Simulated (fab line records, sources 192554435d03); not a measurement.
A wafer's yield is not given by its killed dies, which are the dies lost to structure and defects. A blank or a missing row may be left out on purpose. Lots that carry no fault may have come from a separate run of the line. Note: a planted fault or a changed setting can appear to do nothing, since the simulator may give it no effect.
What tool caused it? || flow n5-finfet || 10 lots, 28 wafers sampled, at 5 steps of a route of 1938

== WHAT THE GAUGES READ, wafer by wafer ==
N5_MOL_CONTACT_COAG_THK_MEAS_29. Usual: for MD_CAP_THK the level is 17.89 nm and the standard deviation is 0.11.
{"lot": "L423", "measured": "day 5 10:31", "on": "film-metro-02", "MD_CAP_THK (nm)": "17.75 17.90 17.85", "flag": ""}
{"lot": "L424", "measured": "day 5 17:41", "on": "film-metro-01", "MD_CAP_THK (nm)": "17.99 18.11 18.12", "flag": ""}
{"lot": "L431", "measured": "day 7 12:26", "on": "film-metro-02", "MD_CAP_THK (nm)": "17.80 17.74 17.95", "flag": ""}
{"lot": "L432", "measured": "day 7 21:19", "on": "film-metro-01", "MD_CAP_THK (nm)": "17.84 17.89", "flag": ""}
{"lot": "L434", "measured": "day 8 07:17", "on": "film-metro-01", "MD_CAP_THK (nm)": "17.88 17.86 17.89", "flag": ""}
{"lot": "L436", "measured": "day 8 19:16", "on": "film-metro-01", "MD_CAP_THK (nm)": "17.90 17.93 17.93", "flag": ""}
{"lot": "L442", "measured": "day 10 01:46", "on": "film-metro-01", "MD_CAP_THK (nm)": "17.96 18.01 17.89", "flag": ""}
{"lot": "L443", "measured": "day 10 08:54", "on": "film-metro-01", "MD_CAP_THK (nm)": "17.85 17.83 17.93", "flag": ""}
{"lot": "L444", "measured": "day 10 15:52", "on": "film-metro-01", "MD_CAP_THK (nm)": "17.90 17.69 17.84", "flag": ""}
{"lot": "L445", "measured": "day 10 22:46", "on": "film-metro-02", "MD_CAP_THK (nm)": "17.77 17.79", "flag": ""}

N5_BEOL_M4_RC_MEAS_101. Usual: DIBL_N 36.0 mV/V, standard deviation 2.5; DIBL_P 36.2 mV/V, standard deviation 3; IOFF_N 0.16 nA/um, standard deviation 0.044; IOFF_P 0.21 nA/um, standard deviation 0.049; ION_N 671 uA/um, standard deviation 15; ION_P 461 uA/um, standard deviation 8.7; SS_N 71.5 mV/dec, standard deviation 0.72; SS_P 73.4 mV/dec, standard deviation 0.9; VT_N 251 mV, standard deviation 4.4; VT_P -250 mV, standard deviation 4.
{"lot": "L423", "measured": "day 8 21:15", "on": "prober-02", "DIBL_N (mV/V)": "34.6 33.6 33.5", "DIBL_P (mV/V)": "36.4 35.3 35.5", "IOFF_N (nA/um)": "0.13 0.13 0.13", "IOFF_P (nA/um)": "0.19 0.17 0.18", "ION_N (uA/um)": "652 660 652", "ION_P (uA/um)": "449 452 447", "SS_N (mV/dec)": "71.9 71.7 72.0", "SS_P (mV/dec)": "73.2 73.2 73.0", "VT_N (mV)": "254 253 254", "VT_P (mV)": "-252 -253 -255", "flag": ""}
{"lot": "L424", "measured": "day 8 21:51", "on": "prober-01", "DIBL_N (mV/V)": "39.1 36.2 35.8", "DIBL_P (mV/V)": "39.3 36.5 34.4", "IOFF_N (nA/um)": "0.23 0.17 0.16", "IOFF_P (nA/um)": "0.27 0.23 0.20", "ION_N (uA/um)": "683 688 659", "ION_P (uA/um)": "463 468 451", "SS_N (mV/dec)": "73.2 71.3 71.9", "SS_P (mV/dec)": "74.2 73.4 73.2", "VT_N (mV)": "247 248 249", "VT_P (mV)": "-246 -248 -248", "flag": ""}
{"lot": "L431", "measured": "day 10 17:22", "on": "prober-01", "DIBL_N (mV/V)": "34.2 34.1", "DIBL_P (mV/V)": "34.9 35.2", "IOFF_N (nA/um)": "0.13 0.14", "IOFF_P (nA/um)": "0.20 0.20", "ION_N (uA/um)": "657 672", "ION_P (uA/um)": "457 464", "SS_N (mV/dec)": "71.5 70.9", "SS_P (mV/dec)": "72.8 73.4", "VT_N (mV)": "252 250", "VT_P (mV)": "-252 -248", "flag": ""}
{"lot": "L432", "measured": "day 11 04:19", "on": "prober-02", "DIBL_N (mV/V)": 35.8, "DIBL_P (mV/V)": 35.0, "IOFF_N (nA/um)": 0.13, "IOFF_P (nA/um)": 0.19, "ION_N (uA/um)": 662, "ION_P (uA/um)": 459, "SS_N (mV/dec)": 71.5, "SS_P (mV/dec)": 73.2, "VT_N (mV)": 253, "VT_P (mV)": -253, "flag": ""}
{"lot": "L434", "measured": "day 11 20:52", "on": "prober-02", "DIBL_N (mV/V)": "40.2 38.6", "DIBL_P (mV/V)": "39.5 36.6", "IOFF_N (nA/um)": "0.21 0.17", "IOFF_P (nA/um)": "0.29 0.22", "ION_N (uA/um)": "695 668", "ION_P (uA/um)": "476 456", "SS_N (mV/dec)": "72.0 71.9", "SS_P (mV/dec)": "74.3 73.7", "VT_N (mV)": "243 250", "VT_P (mV)": "-245 -250", "flag": ""}
{"lot": "L436", "measured": "day 12 12:41", "on": "prober-01", "DIBL_N (mV/V)": "34.6 38.4 39.2", "DIBL_P (mV/V)": "35.0 39.2 41.3", "IOFF_N (nA/um)": "0.12 0.19 0.21", "IOFF_P (nA/um)": "0.17 0.25 0.28", "ION_N (uA/um)": "659 686 685", "ION_P (uA/um)": "452 464 466", "SS_N (mV/dec)": "70.8 71.7 72.1", "SS_P (mV/dec)": "72.6 74.5 73.9", "VT_N (mV)": "257 248 247", "VT_P (mV)": "-250 -249 -249", "flag": ""}
{"lot": "L442", "measured": "day 13 18:57", "on": "prober-02", "DIBL_N (mV/V)": "36.2 33.7 39.4", "DIBL_P (mV/V)": "37.6 33.4 39.8", "IOFF_N (nA/um)": "0.16 0.11 0.22", "IOFF_P (nA/um)": "0.25 0.17 0.28", "ION_N (uA/um)": "674 657 694", "ION_P (uA/um)": "477 453 471", "SS_N (mV/dec)": "71.6 71.6 73.2", "SS_P (mV/dec)": "73.7 72.2 73.9", "VT_N (mV)": "250 256 243", "VT_P (mV)": "-247 -254 -246", "flag": ""}
{"lot": "L443", "measured": "day 13 21:25", "on": "prober-01", "DIBL_N (mV/V)": "36.4 39.7 34.3", "DIBL_P (mV/V)": "36.3 40.5 32.5", "IOFF_N (nA/um)": "0.17 0.26 0.13", "IOFF_P (nA/um)": "0.25 0.34 0.18", "ION_N (uA/um)": "678 698 672", "ION_P (uA/um)": "473 475 460", "SS_N (mV/dec)": "72.1 72.2 70.5", "SS_P (mV/dec)": "73.6 74.3 72.5", "VT_N (mV)": "251 242 251", "VT_P (mV)": "-248 -244 -249", "flag": ""}
{"lot": "L444", "measured": "day 13 20:39", "on": "prober-01", "DIBL_N (mV/V)": "40.1 36.2 37.9", "DIBL_P (mV/V)": "40.6 35.1 37.6", "IOFF_N (nA/um)": "0.25 0.13 0.19", "IOFF_P (nA/um)": "0.31 0.19 0.25", "ION_N (uA/um)": "689 651 675", "ION_P (uA/um)": "470 453 463", "SS_N (mV/dec)": "73.0 71.1 71.8", "SS_P (mV/dec)": "74.3 73.0 73.6", "VT_N (mV)": "245 255 246", "VT_P (mV)": "-242 -252 -246", "flag": ""}
{"lot": "L445", "measured": "day 14 06:51", "on": "prober-02", "DIBL_N (mV/V)": "37.1 34.0", "DIBL_P (mV/V)": "38.2 34.5", "IOFF_N (nA/um)": "0.17 0.12", "IOFF_P (nA/um)": "0.21 0.16", "ION_N (uA/um)": "685 675", "ION_P (uA/um)": "470 460", "SS_N (mV/dec)": "71.1 70.8", "SS_P (mV/dec)": "74.5 73.5", "VT_N (mV)": "253 252", "VT_P (mV)": "-253 -258", "flag": ""}

== TOOL THAT RAN EACH LOT (tool first, then ch and the chambers of the sampled wafers, then the start) ==
{"lot": "L423", "N5_MOL_CONTACT_COAG_ALD_131": "ald-sin-03 ch 0,2,3, day 5 11:47", "N5_MOL_CONTACT_COAG_ETCHBACK_132": "rie-diel-02 ch 1,3, day 5 11:59", "N5_MOL_CONTACT_COAG_ETCHBACK_135": "rie-diel-02 ch 1,3, day 5 12:07"}
{"lot": "L424", "N5_MOL_CONTACT_COAG_ALD_131": "ald-sin-03 ch 0,2,3, day 5 20:01", "N5_MOL_CONTACT_COAG_ETCHBACK_132": "rie-diel-02 ch 0,1,3, day 5 20:14", "N5_MOL_CONTACT_COAG_ETCHBACK_135": "rie-diel-02 ch 0,1,3, day 5 20:22"}
{"lot": "L431", "N5_MOL_CONTACT_COAG_ALD_131": "ald-sin-03 ch 1,2,3, day 7 13:58", "N5_MOL_CONTACT_COAG_ETCHBACK_132": "rie-diel-02 ch 0,2, day 7 14:09", "N5_MOL_CONTACT_COAG_ETCHBACK_135": "rie-diel-02 ch 0,2, day 7 14:17"}
{"lot": "L432", "N5_MOL_CONTACT_COAG_ALD_131": "ald-sin-03 ch 0,1, day 7 22:27", "N5_MOL_CONTACT_COAG_ETCHBACK_132": "rie-diel-02 ch 1,3, day 7 22:38", "N5_MOL_CONTACT_COAG_ETCHBACK_135": "rie-diel-02 ch 1,3, day 7 22:46"}
{"lot": "L434", "N5_MOL_CONTACT_COAG_ALD_131": "ald-sin-03 ch 0,1,2, day 8 08:55", "N5_MOL_CONTACT_COAG_ETCHBACK_132": "rie-diel-02 ch 0,1,2, day 8 09:06", "N5_MOL_CONTACT_COAG_ETCHBACK_135": "rie-diel-02 ch 0,1,2, day 8 09:13"}
{"lot": "L436", "N5_MOL_CONTACT_COAG_ALD_131": "ald-sin-01 ch 0,1, day 8 22:45", "N5_MOL_CONTACT_COAG_ETCHBACK_132": "rie-diel-01 ch 0,2, day 8 22:56", "N5_MOL_CONTACT_COAG_ETCHBACK_135": "rie-diel-01 ch 0,2, day 8 23:03"}
{"lot": "L442", "N5_MOL_CONTACT_COAG_ALD_131": "ald-sin-01 ch 0,2, day 10 03:28", "N5_MOL_CONTACT_COAG_ETCHBACK_132": "rie-diel-01 ch 1,2,3, day 10 03:40", "N5_MOL_CONTACT_COAG_ETCHBACK_135": "rie-diel-01 ch 1,2,3, day 10 03:47"}
{"lot": "L443", "N5_MOL_CONTACT_COAG_ALD_131": "ald-sin-01 ch 0,1, day 10 10:11", "N5_MOL_CONTACT_COAG_ETCHBACK_132": "rie-diel-05 ch 0,2,3, day 10 10:22", "N5_MOL_CONTACT_COAG_ETCHBACK_135": "rie-diel-05 ch 0,2,3, day 10 10:29"}
{"lot": "L444", "N5_MOL_CONTACT_COAG_ALD_131": "ald-sin-01 ch 0,1,2, day 10 17:07", "N5_MOL_CONTACT_COAG_ETCHBACK_132": "rie-diel-02 ch 1,2, day 10 17:18", "N5_MOL_CONTACT_COAG_ETCHBACK_135": "rie-diel-02 ch 1,2, day 10 17:25"}
{"lot": "L445", "N5_MOL_CONTACT_COAG_ALD_131": "ald-sin-04 ch 0,2, day 10 23:55", "N5_MOL_CONTACT_COAG_ETCHBACK_132": "rie-diel-02 ch 2, day 11 00:13", "N5_MOL_CONTACT_COAG_ETCHBACK_135": "rie-diel-02 ch 2, day 11 00:20"}
- N5_MOL_CONTACT_COAG_ALD_131: deposits SiO2, target thk 5 nm, pulse time 1 s, co reactant pulse time 1 s.
- N5_MOL_CONTACT_COAG_ETCHBACK_132: etches SiO2 in CHF3, target depth 10 nm, time 6.7 s.
- N5_MOL_CONTACT_COAG_ETCHBACK_135: etches SiO2 in CHF3, target depth 25 nm, time 16.7 s.

== AS READ BY THE TOOLS THEMSELVES (means over the sampled wafers that have a number; for cases with no such wafer, the mark the record gives instead) ==
N5_MOL_CONTACT_COAG_ALD_131. Usual: heater-power-w 80 W, standard deviation 9.8; precursor-pulse-height-rel 1.000, standard deviation 0.022.
{"lot": "L423", "tool": "ald-sin-03", "heater-power-w (W)": 89, "precursor-pulse-height-rel": 1.010, "flag": ""}
{"lot": "L424", "tool": "ald-sin-03", "heater-power-w (W)": 90, "precursor-pulse-height-rel": 1.000, "flag": ""}
{"lot": "L431", "tool": "ald-sin-03", "heater-power-w (W)": 75, "precursor-pulse-height-rel": 0.977, "flag": ""}
{"lot": "L432", "tool": "ald-sin-03", "heater-power-w (W)": 82, "precursor-pulse-height-rel": 1.012, "flag": ""}
{"lot": "L434", "tool": "ald-sin-03", "heater-power-w (W)": 82, "precursor-pulse-height-rel": 1.002, "flag": ""}
{"lot": "L436", "tool": "ald-sin-01", "heater-power-w (W)": 80, "precursor-pulse-height-rel": 1.010, "flag": ""}
{"lot": "L442", "tool": "ald-sin-01", "heater-power-w (W)": 77, "precursor-pulse-height-rel": 0.985, "flag": ""}
{"lot": "L443", "tool": "ald-sin-01", "heater-power-w (W)": 81, "precursor-pulse-height-rel": 1.009, "flag": ""}
{"lot": "L444", "tool": "ald-sin-01", "heater-power-w (W)": 78, "precursor-pulse-height-rel": 1.013, "flag": ""}
{"lot": "L445", "tool": "ald-sin-04", "heater-power-w (W)": 78, "precursor-pulse-height-rel": 0.988, "flag": ""}

N5_MOL_CONTACT_COAG_ETCHBACK_132. Usual: drypump-motor-current-A 5.8 A, standard deviation 0.35; oes_ar_750_au 0.77 a.u., standard deviation 0.078; oes-product-au 0.77 a.u., standard deviation 0.078; rf-vpp-V 524 V, standard deviation 18; showerhead-plenum-p-Torr 2.36 Torr, standard deviation 0.066; throttle-valve-pct 18.81 %, standard deviation 0.22.
{"lot": "L423", "tool": "rie-diel-02", "drypump-motor-current-A (A)": 5.9, "oes_ar_750_au (a.u.)": 0.83, "oes-product-au (a.u.)": 0.83, "rf-vpp-V (V)": 531, "showerhead-plenum-p-Torr (Torr)": 2.30, "throttle-valve-pct (%)": 18.59, "flag": ""}
{"lot": "L424", "tool": "rie-diel-02", "drypump-motor-current-A (A)": 5.7, "oes_ar_750_au (a.u.)": 0.82, "oes-product-au (a.u.)": 0.83, "rf-vpp-V (V)": 518, "showerhead-plenum-p-Torr (Torr)": 2.33, "throttle-valve-pct (%)": 18.74, "flag": ""}
{"lot": "L431", "tool": "rie-diel-02", "drypump-motor-current-A (A)": 5.6, "oes_ar_750_au (a.u.)": 0.77, "oes-product-au (a.u.)": 0.78, "rf-vpp-V (V)": 527, "showerhead-plenum-p-Torr (Torr)": 2.40, "throttle-valve-pct (%)": 18.88, "flag": ""}
{"lot": "L432", "tool": "rie-diel-02", "drypump-motor-current-A (A)": 5.9, "oes_ar_750_au (a.u.)": 0.83, "oes-product-au (a.u.)": 0.83, "rf-vpp-V (V)": 528, "showerhead-plenum-p-Torr (Torr)": 2.30, "throttle-valve-pct (%)": 18.62, "flag": ""}
{"lot": "L434", "tool": "rie-diel-02", "drypump-motor-current-A (A)": 5.7, "oes_ar_750_au (a.u.)": 0.75, "oes-product-au (a.u.)": 0.75, "rf-vpp-V (V)": 526, "showerhead-plenum-p-Torr (Torr)": 2.35, "throttle-valve-pct (%)": 18.81, "flag": ""}
{"lot": "L436", "tool": "rie-diel-01", "drypump-motor-current-A (A)": 6.1, "oes_ar_750_au (a.u.)": 0.72, "oes-product-au (a.u.)": 0.70, "rf-vpp-V (V)": 507, "showerhead-plenum-p-Torr (Torr)": 2.33, "throttle-valve-pct (%)": 19.23, "flag": ""}
{"lot": "L442", "tool": "rie-diel-01", "drypump-motor-current-A (A)": 6.0, "oes_ar_750_au (a.u.)": 0.79, "oes-product-au (a.u.)": 0.80, "rf-vpp-V (V)": 528, "showerhead-plenum-p-Torr (Torr)": 2.41, "throttle-valve-pct (%)": 18.69, "flag": ""}
{"lot": "L443", "tool": "rie-diel-05", "drypump-motor-current-A (A)": 6.0, "oes_ar_750_au (a.u.)": 0.71, "oes-product-au (a.u.)": 0.70, "rf-vpp-V (V)": 525, "showerhead-plenum-p-Torr (Torr)": 2.36, "throttle-valve-pct (%)": 18.78, "flag": ""}
{"lot": "L444", "tool": "rie-diel-02", "drypump-motor-current-A (A)": 5.7, "oes_ar_750_au (a.u.)": 0.76, "oes-product-au (a.u.)": 0.76, "rf-vpp-V (V)": 540, "showerhead-plenum-p-Torr (Torr)": 2.36, "throttle-valve-pct (%)": 18.76, "flag": ""}
{"lot": "L445", "tool": "rie-diel-02", "drypump-motor-current-A (A)": 5.7, "oes_ar_750_au (a.u.)": 0.78, "oes-product-au (a.u.)": 0.79, "rf-vpp-V (V)": 542, "showerhead-plenum-p-Torr (Torr)": 2.41, "throttle-valve-pct (%)": 18.81, "flag": ""}

N5_MOL_CONTACT_COAG_ETCHBACK_135. Usual: drypump-motor-current-A 5.8 A, standard deviation 0.35; oes_ar_750_au 0.77 a.u., standard deviation 0.079; oes-product-au 0.77 a.u., standard deviation 0.078; rf-vpp-V 524 V, standard deviation 18; showerhead-plenum-p-Torr 2.36 Torr, standard deviation 0.066; throttle-valve-pct 18.81 %, standard deviation 0.23.
{"lot": "L423", "tool": "rie-diel-02", "drypump-motor-current-A (A)": 5.9, "oes_ar_750_au (a.u.)": 0.82, "oes-product-au (a.u.)": 0.83, "rf-vpp-V (V)": 531, "showerhead-plenum-p-Torr (Torr)": 2.30, "throttle-valve-pct (%)": 18.58, "flag": ""}
{"lot": "L424", "tool": "rie-diel-02", "drypump-motor-current-A (A)": 5.7, "oes_ar_750_au (a.u.)": 0.82, "oes-product-au (a.u.)": 0.83, "rf-vpp-V (V)": 518, "showerhead-plenum-p-Torr (Torr)": 2.33, "throttle-valve-pct (%)": 18.73, "flag": ""}
{"lot": "L431", "tool": "rie-diel-02", "drypump-motor-current-A (A)": 5.6, "oes_ar_750_au (a.u.)": 0.77, "oes-product-au (a.u.)": 0.78, "rf-vpp-V (V)": 526, "showerhead-plenum-p-Torr (Torr)": 2.40, "throttle-valve-pct (%)": 18.88, "flag": ""}
{"lot": "L432", "tool": "rie-diel-02", "drypump-motor-current-A (A)": 5.8, "oes_ar_750_au (a.u.)": 0.83, "oes-product-au (a.u.)": 0.82, "rf-vpp-V (V)": 528, "showerhead-plenum-p-Torr (Torr)": 2.30, "throttle-valve-pct (%)": 18.62, "flag": ""}
{"lot": "L434", "tool": "rie-diel-02", "drypump-motor-current-A (A)": 5.7, "oes_ar_750_au (a.u.)": 0.75, "oes-product-au (a.u.)": 0.76, "rf-vpp-V (V)": 526, "showerhead-plenum-p-Torr (Torr)": 2.35, "throttle-valve-pct (%)": 18.81, "flag": ""}
{"lot": "L436", "tool": "rie-diel-01", "drypump-motor-current-A (A)": 6.1, "oes_ar_750_au (a.u.)": 0.72, "oes-product-au (a.u.)": 0.69, "rf-vpp-V (V)": 507, "showerhead-plenum-p-Torr (Torr)": 2.33, "throttle-valve-pct (%)": 19.23, "flag": ""}
{"lot": "L442", "tool": "rie-diel-01", "drypump-motor-current-A (A)": 6.0, "oes_ar_750_au (a.u.)": 0.79, "oes-product-au (a.u.)": 0.80, "rf-vpp-V (V)": 529, "showerhead-plenum-p-Torr (Torr)": 2.41, "throttle-valve-pct (%)": 18.68, "flag": ""}
{"lot": "L443", "tool": "rie-diel-05", "drypump-motor-current-A (A)": 6.0, "oes_ar_750_au (a.u.)": 0.71, "oes-product-au (a.u.)": 0.70, "rf-vpp-V (V)": 524, "showerhead-plenum-p-Torr (Torr)": 2.36, "throttle-valve-pct (%)": 18.77, "flag": ""}
{"lot": "L444", "tool": "rie-diel-02", "drypump-motor-current-A (A)": 5.8, "oes_ar_750_au (a.u.)": 0.76, "oes-product-au (a.u.)": 0.76, "rf-vpp-V (V)": 540, "showerhead-plenum-p-Torr (Torr)": 2.36, "throttle-valve-pct (%)": 18.75, "flag": ""}
{"lot": "L445", "tool": "rie-diel-02", "drypump-motor-current-A (A)": 5.7, "oes_ar_750_au (a.u.)": 0.78, "oes-product-au (a.u.)": 0.78, "rf-vpp-V (V)": 542, "showerhead-plenum-p-Torr (Torr)": 2.41, "throttle-valve-pct (%)": 18.83, "flag": ""}

== THE ANSWER, worked out from the rows above alone ==
Rule: lot off if the mean of its wafers having a number is beyond 3 standard deviations from the usual mean. Also off: a lot with no number at a reading for which 4 or more lots have one. The other lots that the step has rows for count as sound. Order of review: gauges by route order, followed by the tools' own readings, for which a lot's mean as printed above is used. At the first step where some lot is off, the reading lying furthest off is the one used; lots without a number count as furthest.
Nothing can be told from this: no lot is off at any reading shown.

== WHAT HAD BEEN PUT IN BY THE SIMULATOR ==
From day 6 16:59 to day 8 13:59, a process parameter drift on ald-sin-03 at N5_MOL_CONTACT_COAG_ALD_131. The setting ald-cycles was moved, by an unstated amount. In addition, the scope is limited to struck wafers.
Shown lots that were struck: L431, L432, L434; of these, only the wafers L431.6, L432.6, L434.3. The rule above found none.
